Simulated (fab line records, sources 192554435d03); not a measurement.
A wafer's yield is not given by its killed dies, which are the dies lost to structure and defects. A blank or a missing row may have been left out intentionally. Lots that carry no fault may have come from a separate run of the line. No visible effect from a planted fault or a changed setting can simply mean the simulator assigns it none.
Chamber matching / flow n5-finfet / N5_BEOL_M8_CURE_74 on uv-cure-02: 3 sister chambers
The step cures SiCOH lowk, time 240 s. 6 wafers are shown with their chamber, then 7 later ones without.

== WAFERS, EACH WITH ITS CHAMBER ==
wafer=L324.4; chamber=0; wafer_temp_C_max=387.6; lamp-power-pct (%)=52.26
wafer=L324.5; chamber=0; wafer_temp_C_max=388.6; lamp-power-pct (%)=52.32
wafer=L329.4; chamber=2; wafer_temp_C_max=387.5; lamp-power-pct (%)=52.38
wafer=L329.6; chamber=2; wafer_temp_C_max=387.3; lamp-power-pct (%)=52.23
wafer=L328.1; chamber=1; wafer_temp_C_max=386.2; lamp-power-pct (%)=52.23
wafer=L328.3; chamber=1; wafer_temp_C_max=386.2; lamp-power-pct (%)=52.23

== WAFERS WHOSE CHAMBER IS MISSING ==
wafer=L328.4; wafer_temp_C_max=386.1; lamp-power-pct (%)=52.32
wafer=L330.2; wafer_temp_C_max=387.2; lamp-power-pct (%)=52.36
wafer=L330.4; wafer_temp_C_max=387.4; lamp-power-pct (%)=52.35
wafer=L330.5; wafer_temp_C_max=387.3; lamp-power-pct (%)=52.29
wafer=L332.1; wafer_temp_C_max=387.0; lamp-power-pct (%)=52.28
wafer=L332.4; wafer_temp_C_max=387.1; lamp-power-pct (%)=52.39
wafer=L332.5; wafer_temp_C_max=387.2; lamp-power-pct (%)=52.31

== CHAMBER TAKEN BY EACH ==
wafer=L328.4; from the rows above=can't be placed: 1 or 2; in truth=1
wafer=L330.2; from the rows above=can't be placed: 2 or 0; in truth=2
wafer=L330.4; from the rows above=can't be placed: 2 or 0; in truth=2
wafer=L330.5; from the rows above=can't be placed: 2 or 0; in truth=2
wafer=L332.1; from the rows above=can't be placed: 2 or 1 or 0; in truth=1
wafer=L332.4; from the rows above=can't be placed: 2 or 0 or 1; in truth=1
wafer=L332.5; from the rows above=can't be placed: 2 or 0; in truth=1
Correct placement for 0 of the 7. Can't be placed from these rows: 7 (the true chamber is among the candidates in 6). Placed wrongly: 0.
How it was worked out, from the rows above alone: a wafer's distance from a chamber is the root of the sum, over the readings, of the square of ((its reading less the chamber's mean) divided by the reading's scatter). The wafer belongs to the nearest chamber; if the next one is less than 2 further off, it can't be placed. The mean given for a chamber averages the wafers shown for that chamber. The scatter: the root of (the sum of the squares of (reading less its chamber's mean) over the shown wafers, divided by (wafers less chambers)).
